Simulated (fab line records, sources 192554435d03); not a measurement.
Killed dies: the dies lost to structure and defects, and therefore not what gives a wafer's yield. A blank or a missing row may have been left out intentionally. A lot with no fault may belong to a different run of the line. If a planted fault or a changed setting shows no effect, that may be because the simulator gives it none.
A struck lot beside a sound one | flow n5Finfet | 26 out of 1938 route steps
Sound: wafers L558.1, L558.4, L558.5. Struck: wafers L572.1, L572.6. (L572.3 of the same lot was not struck and is left out.) The cause comes at the end.
Order at every step that has rows: each side's tool, ch and its chambers, its first start. Under that, the readings that differ: sound wafers | struck wafers | difference of the means | sigmas: that difference in standard deviations of wafers without a fault.
alike: readings with means less than 2 such deviations apart, plus words and numbers identical on both sides. not compared: withheld readings, readings lacking a value on some wafer, bounds such as >300 that could conceal the same value, and numbers that have no deviation in the record and whose values overlap.
Wherever a step has rows on one side only, a row that says differs or no value, or a row with sigmas, the two part there. Non-overlapping numbers with no deviation appear without sigmas and do not part them. Lack of a reading on every wafer of one side parts them only where that side has two or more wafers.

first, 9 steps without rows for these wafers: N5_BEOL_M7_COAT_60 (time 60 s, resist thk 35 nm); N5_BEOL_M7_COAT_05 (resist thk 90 nm); N5_BEOL_M7_EBR_07; N5_BEOL_M7_SOFTBAKE_06 (time 60 s); N5_BEOL_M7_EXPOSE_08 (exposes mask M7); N5_BEOL_M7_PEB_09 (peb time 60 s); N5_BEOL_M7_DEVELOP_10 (develop time 30 s); N5_BEOL_M7_DESCUM_16 (chemistry O2, time 7.9 s); N5_BEOL_M7_ETCH_61 (etches SiARC in CF4, target depth 45.5 nm, time 75.8 s).
N5_BEOL_M7_ETCH_62: etches SOC in N2/H2, target depth 110 nm, overetch 22 nm, time 165 s.
  sound on rieDiel-05 ch 2,3, day 11 02:44; struck on rieDiel-03 ch 2, day 14 10:16
  alike: drypumpMotorCurrentA, h2FlowSccm, oesProductAu, rfVppV, showerheadPlenumPTorr, throttleValvePct
  not compared: rfHoursCounterH
then, 13 steps without rows for these wafers: N5_BEOL_M7_STRIP_68 (strips in N2/H2); N5_BEOL_M7_STRIP_67 (strips in CF4); N5_BEOL_M7_HM_OPEN_17 (chemistry Cl2/BCl3, target TiN, target depth 20 nm, overetch 6 nm); N5_BEOL_M7_STRIP_19 (strips in O2); N5_BEOL_M7_COAT_63 (time 60 s, resist thk 60 nm); N5_BEOL_M7_COAT_64 (time 60 s, resist thk 12 nm); N5_BEOL_M7_COAT_71 (time 60 s, resist thk 5 nm); N5_BEOL_M7_COAT_22 (resist thk 30 nm); N5_BEOL_M7_EBR_24; N5_BEOL_M7_SOFTBAKE_23 (time 60 s); N5_BEOL_M7_EXPOSE_25 (exposes mask V6, target cd 40 nm); N5_BEOL_M7_PEB_26 (peb time 60 s); N5_BEOL_M7_DEVELOP_27 (develop time 30 s).
N5_BEOL_M7_INSPECT_30: inspects for defects (brightfield).
  sound on defectInspect-02, day 11 06:43; struck on defectInspect-01, day 14 12:51
reading        | sound       | struck  | difference | sigmas
rawDefectCount | 306 481 294 | 981 983 | +622       | +8
then, 1 step without rows for these wafers: N5_BEOL_M7_DESCUM_33 (chemistry O2, time 7 s).
-- a jump in the record: the struck wafers' starts before and after are 3 days apart (it breaks off in module BEOL_M7 and resumes in module PASSIVATION, where the first step shown is number 1936 of the route) --
N5_PASSIVATION_PROBE_49:
  sound on prober-01, day 14 12:42; struck on prober-02, day 17 18:05
reading                 | sound          | struck    | difference | sigmas
defectLimitedYield (%)  | 90.3 91.5 93.1 | 83.9 82.0 | -8.7       | -7
killed_at_M4_up         | 21 25 16       | 79 78     | +58        | +11
killedAtFrontEnd        | 29 24 24       | 46 67     | +31        | +3
killedDies              | 114 100 81     | 190 212   | +103       | +7
killedOnRim             | 21 17 18       | 33 30     | +13        | +3
killedOpen              | 81 77 52       | 85 106    | +26        | +2
sort_bin_5_function (%) | 5.5 5.3 3.3    | 11.3 11.6 | +6.7       | +8
sortNPass               | 1066 1080 1099 | 990 968   | -103       | -7
sortYieldPct (%)        | 90.3 91.5 93.1 | 83.9 82.0 | -8.7       | -7
  alike: killed_at_M0_to_M3, killedAtContacts, killedAtOther, killedShort, sort_bin_6_memory

== WHERE THEY PART ==
At N5_BEOL_M7_INSPECT_30 first; at N5_PASSIVATION_PROBE_49 last (within this record only).

WHY: the cause the simulator had injected
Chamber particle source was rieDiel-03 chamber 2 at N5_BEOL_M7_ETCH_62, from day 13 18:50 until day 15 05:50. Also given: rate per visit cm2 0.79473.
